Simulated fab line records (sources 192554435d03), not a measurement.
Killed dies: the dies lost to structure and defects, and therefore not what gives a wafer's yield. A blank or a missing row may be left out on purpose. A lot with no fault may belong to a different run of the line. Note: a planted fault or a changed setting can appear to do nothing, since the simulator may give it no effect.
8D (eight disciplines) problem report, filled in by code | flow n5-finfet | the parts of the form that need people (team, actions taken, sign-off) are left out

1. WHAT IS WRONG
Mean HMC_CMP_THK at N5_PMOS_HMC_CHANNEL_EPI_THK_MEAS_22: 43.2 nm over 4 wafers in 2 lots; fault-free wafers: 54.1 nm, standard deviation 1.1. That is -9.9 standard deviations from the usual mean.
Earliest sighting: wafer L576.1 on film-metro-01 at day 6 14:00. At this step, 18 wafers from 6 lots have a number in the record. Rule for "out" (also "out of limits"): further than 4 standard deviations from the usual mean. The rest of the wafers with a number are treated as sound.

2. WHAT IT IS, AND WHAT IT ISN'T
question                    | is                             | is not
which readings at this step | HMC_CMP_THK                    | -
which lots                  | L576, L580                     | L558, L559, L560, L579
which wafers of those lots  | L576.1, L576.4, L580.1, L580.4 | L576.2, L580.3
read on which gauges        | film-metro-01                  | film-metro-02
when                        | from day 6 14:00               | up to then (10 sound wafers); but 4 sound wafers of L579, L580 came after

3. SUSPECTS, AND WHAT RULES EACH OUT
Counting: a tool at a process step up to the reading stays a suspect if it ran every lot that is out. Sound lots after the first of them don't rule it out here, since some wafers of a struck lot are sound.
- the gauge at N5_PMOS_HMC_CHANNEL_EPI_THK_MEAS_22: kept. All the wafers that are out were read on film-metro-01, and no step on other tools shows them out.
- rie-si-05 at N5_PMOS_HMC_CHANNEL_EPI_ETCH_38 (etches SiO2 in CF4, target depth 1.5 nm): kept. It processed each lot that is out (first: L576, day 6 12:10); up to then, its last sound lot is L560 (day 2 11:46).
- rie-si-05 at N5_PMOS_HMC_CHANNEL_EPI_FIN_RECESS_16 (chemistry HBr/Cl2, target Si, target depth 54 nm, time 18 s): kept. It processed each lot that is out (first: L576, day 6 12:11); up to then, its last sound lot is L560 (day 2 11:47).
- wet-bench-06 at N5_PMOS_HMC_CHANNEL_EPI_PRECLEAN_18 (cleans in DHF, time 30 s): kept. It ran every lot that is out, first L576 (day 6 12:19).
Left after counting: rie-si-05 at N5_PMOS_HMC_CHANNEL_EPI_ETCH_38, rie-si-05 at N5_PMOS_HMC_CHANNEL_EPI_FIN_RECESS_16, wet-bench-06 at N5_PMOS_HMC_CHANNEL_EPI_PRECLEAN_18, film-metro-01 at N5_PMOS_HMC_CHANNEL_EPI_THK_MEAS_22.

4. THE CAUSE (what the simulator had put in)
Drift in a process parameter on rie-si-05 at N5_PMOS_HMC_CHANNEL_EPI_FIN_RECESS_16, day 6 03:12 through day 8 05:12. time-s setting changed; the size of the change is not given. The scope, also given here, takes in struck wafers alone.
4 suspects survive the count, and this tool is in that group.

5. SEQUENCE OF EFFECTS, ordered by route
One row per reading whose mean, taken over the struck wafers that have a number, lies over 3 standard deviations from the usual. Readings are gone through only where the record gives a usual standard deviation; hours: the median, over the lots, of the time from a lot's start at the first step in this table giving one to that lot's start at this step; sigmas: the change measured in usual standard deviations.
hours | step                                | reading     | usual   | on struck wafers | change | sigmas
0     | N5_PMOS_HMC_CHANNEL_EPI_THK_MEAS_22 | HMC_CMP_THK | 54.1 nm | 43.2             | -10.9  | -9.9
Readings that are blank on the struck wafers while sound wafers have them: bias-w at N5_PMOS_HMC_CHANNEL_EPI_FIN_RECESS_16.

6. HOW IT WOULD HAVE BEEN CAUGHT EARLIER
Counted from the fault's start at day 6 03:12, it took 11 hours until the first out-of-limits reading at a measuring or inspecting step in this record, taken at day 6 14:00.
Of the lots that are out (2), L580 began N5_PMOS_HMC_CHANNEL_EPI_FIN_RECESS_16 on rie-si-05 after day 6 14:00. It would have been spared by a hold on the tool at that moment.
